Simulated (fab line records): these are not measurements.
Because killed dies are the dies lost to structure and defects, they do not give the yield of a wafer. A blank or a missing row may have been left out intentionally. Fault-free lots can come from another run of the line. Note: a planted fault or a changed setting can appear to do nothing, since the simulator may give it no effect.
8D (eight disciplines) problem report, filled in by code    flow n5_finfet    the parts of the form that need people (team, actions taken, sign-off) are left out

## 1. THE ISSUE
platen_rpm at N5_BEOL_M11_CMP_52 reads a mean of 48.00 rpm on 6 wafers of 2 lots; wafers without a fault read 50.00 rpm with a standard deviation of 0.03. Relative to the usual mean, that is a shift of -67 standard deviations.
The step: polishes, stops on SiCOH lowk, t overpolish 7 s, target thk 140 nm.
Earliest sighting: wafer L380.1 on cmp-04 at day 13 12:59. Wafers with a number at this step in the record: 33, from 11 lots. Rule for "out" (also "out of limits"): further than 4 standard deviations from the usual mean. Any other wafer with a number is counted as sound.

## 2. WHAT IT IS; WHAT IT IS NOT
question                     is                      is not
which readings at this step  platen_rpm              motor_current_A, overpolish_run_s, time_to_endpoint_s
which lots                   L380, L385              L368, L369, L370, L372, L374, L375, L377, L381, L389
which wafers of those lots   all that have a number  -
read on which tools          cmp-04                  cmp-01, cmp-03
when                         from day 13 12:59       up to then (24 sound wafers); but 3 sound wafers of L389 came after

## 3. WHAT RULES OUT EACH SUSPECT
Counting: any tool at a process step up to the reading is kept as a suspect provided that every lot that is out went through it and no sound lot did after the first of them.
- rie_diel-01 at N5_BEOL_M11_ETCH_65 (etches SiARC in CF4, target depth 39 nm, time 65 s): ruled out as a lasting fault. The sound lots L389 went through it after L380, its earliest lot that is out (day 13 10:30).
- cmp-04 at N5_BEOL_M11_CMP_52 (polishes, stops on SiCOH lowk, t overpolish 7 s, target thk 140 nm): kept. All lots that are out passed through it, beginning with L380 at day 13 12:59, and no sound lot followed; its final sound lot before that point was L374 at day 12 19:32. Its own readings are out on those wafers: platen_rpm.
The count leaves cmp-04 at N5_BEOL_M11_CMP_52.

## 4. THE CAUSE (what the simulator had put in)
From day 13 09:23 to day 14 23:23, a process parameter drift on cmp-04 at N5_BEOL_M11_CMP_52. Setting platen_rpm shifted by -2 from 50. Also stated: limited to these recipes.
The count eliminated every tool but this one.

## 5. THE CHAIN OF EFFECTS, in route order
One row per reading whose mean, taken over the struck wafers that have a number, lies over 3 standard deviations from the usual. Readings are gone through only where the record gives a usual standard deviation; hours: the median, over the lots, of the time from a lot's start at the first step in this table giving one to that lot's start at this step; sigmas: the change measured in usual standard deviations.
hours  step                reading     usual      on struck wafers  change  sigmas
0      N5_BEOL_M11_CMP_52  platen_rpm  50.00 rpm  48.00             -2.00   -67
It contains these process steps:
- N5_BEOL_M11_CMP_52: polishes, stops on SiCOH lowk, t overpolish 7 s, target thk 140 nm.

## 6. HOW IT WOULD HAVE BEEN CAUGHT EARLIER
First out-of-limits reading in this record: day 13 12:59, which is 4 hours after fault onset at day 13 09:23.
